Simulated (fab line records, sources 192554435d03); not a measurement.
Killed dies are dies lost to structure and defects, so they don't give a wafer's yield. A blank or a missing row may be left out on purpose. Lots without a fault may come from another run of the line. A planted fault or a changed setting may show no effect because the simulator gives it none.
One fault seen from 3 desks | flow n5_finfet | each desk has only its own numbers; what lay behind them comes last

THE METROLOGY DESK
What the gauges read, lot by lot, whatever tool the lot ran on: means of the sampled wafers that have a number. A lot is out of limits, marked OUT, if its mean lies more than 4 standard deviations from the usual mean; the brackets give that distance. Of its 12 readings 7 are shown: those that lie furthest out on some lot.
Columns: A = thk_nm at N5_ILD0_THK_MEAS_13, usual 17.5 nm; B = SDB_OVL at N5_SDB_OVL_MEAS_12, usual 0.3 nm; C = DIBL_N at N5_BEOL_M4_RC_MEAS_101, usual 36.5 mV/V; D = DIBL_P at N5_BEOL_M4_RC_MEAS_101, usual 36.5 mV/V; E = SS_N at N5_BEOL_M4_RC_MEAS_101, usual 71.6 mV/dec; F = SS_P at N5_BEOL_M4_RC_MEAS_101, usual 73.3 mV/dec; G = VT_P at N5_BEOL_M4_RC_MEAS_101, usual -249 mV
lot  | first seen here | A    | B    | C    | D    | E    | F    | G
L495 | day 3 17:09     | 16.8 | -0.4 | 37.4 | 35.2 | 71.7 | 73.3 | -251
L496 | day 4 02:58     | 16.7 | -0.2 | 37.3 | 38.4 | 71.7 | 73.4 | -247
L497 | day 4 07:50     | 16.2 | 0.1  | 36.3 | 36.6 | 71.4 | 73.7 | -252
L500 | day 5 01:30     | 15.8 | 0.9  | 36.0 | 37.5 | 72.2 | 73.7 | -245
L505 | day 6 04:41     | 17.3 | 0.1  | 36.8 | 37.4 | 71.9 | 73.6 | -249
L508 | day 6 23:41     | 16.8 | -0.6 | 36.6 | 37.0 | 71.6 | 73.0 | -248
L513 | day 8 19:31     | 19.2 | -0.0 | 35.4 | 37.8 | 72.2 | 73.2 | -247
L516 | day 10 16:34    | 17.5 | 1.2  | 36.7 | 36.0 | 71.7 | 73.1 | -251
L515 | day 10 17:29    | 17.4 | 1.3  | 37.0 | 35.7 | 71.7 | 73.4 | -249
L518 | day 10 18:37    | 15.5 | -0.1 | 38.3 | 38.0 | 72.2 | 74.3 | -248
This desk's finding: nothing out of limits on any of the 10 lots.

THE TOOL OWNER'S DESK: cmp-01
The tool's own readings at N5_SDB_CMP_30 (polishes, stops on poly-Si, t overpolish 1.54 s, target thk 30 nm): means of the sampled wafers that have a number, for each lot that ran on this tool. A lot is out of limits, marked OUT, if its mean lies more than 4 standard deviations from the usual mean; the brackets give that distance.
Columns: A = motor_current_A at N5_SDB_CMP_30, usual 12.3 A; B = overpolish_run_s at N5_SDB_CMP_30, usual 1.540 s; C = time_to_endpoint_s at N5_SDB_CMP_30, usual 18.2 s
lot  | first seen here | A    | B     | C
L500 | day 5 05:59     | 13.0 | 1.533 | 16.7
L508 | day 7 04:41     | 12.4 | 1.540 | 15.9
This desk's finding: nothing out of limits on any of the 2 lots.

THE DEFECT DESK
What the inspections along the route counted, lot by lot: means of the sampled wafers that have a number. A lot is out of limits, marked OUT, if its mean lies more than 4 standard deviations from the usual mean; the brackets give that distance.
Columns: A = raw_defect_count at N5_SDB_INSPECT_36, usual 35
lot  | first seen here | A
L495 | day 3 21:49     | 56
L496 | day 4 07:26     | 32
L497 | day 4 12:26     | 22
L500 | day 5 06:11     | 30
L505 | day 6 09:01     | 26
L508 | day 7 05:01     | 945 (+65) OUT
L513 | day 9 01:49     | 41
L516 | day 10 21:01    | 39
L515 | day 10 22:04    | 22
L518 | day 10 23:52    | 35
This desk's finding: out of limits on L508; first on L508, day 7 05:01 (raw_defect_count at N5_SDB_INSPECT_36). In limits: L495, L496, L497, L500, L505, L513, L516, L515, L518.

PUT TOGETHER
The defect desk could have raised an alarm at day 7 05:01, on L508.
The metrology desk saw nothing out of limits.
The tool owner's desk saw nothing out of limits.
The metrology desk has L508 on record, within its limits.
The tool owner's desk has L508 on record, within its limits.
Of the lots named, all ran N5_SDB_CMP_30 on cmp-01.

WHAT THE SIMULATOR HAD PUT IN
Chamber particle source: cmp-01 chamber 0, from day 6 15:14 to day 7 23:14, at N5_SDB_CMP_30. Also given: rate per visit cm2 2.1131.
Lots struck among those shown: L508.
Hours from the fault's start to each desk's first reading out of limits: the defect desk, 14.
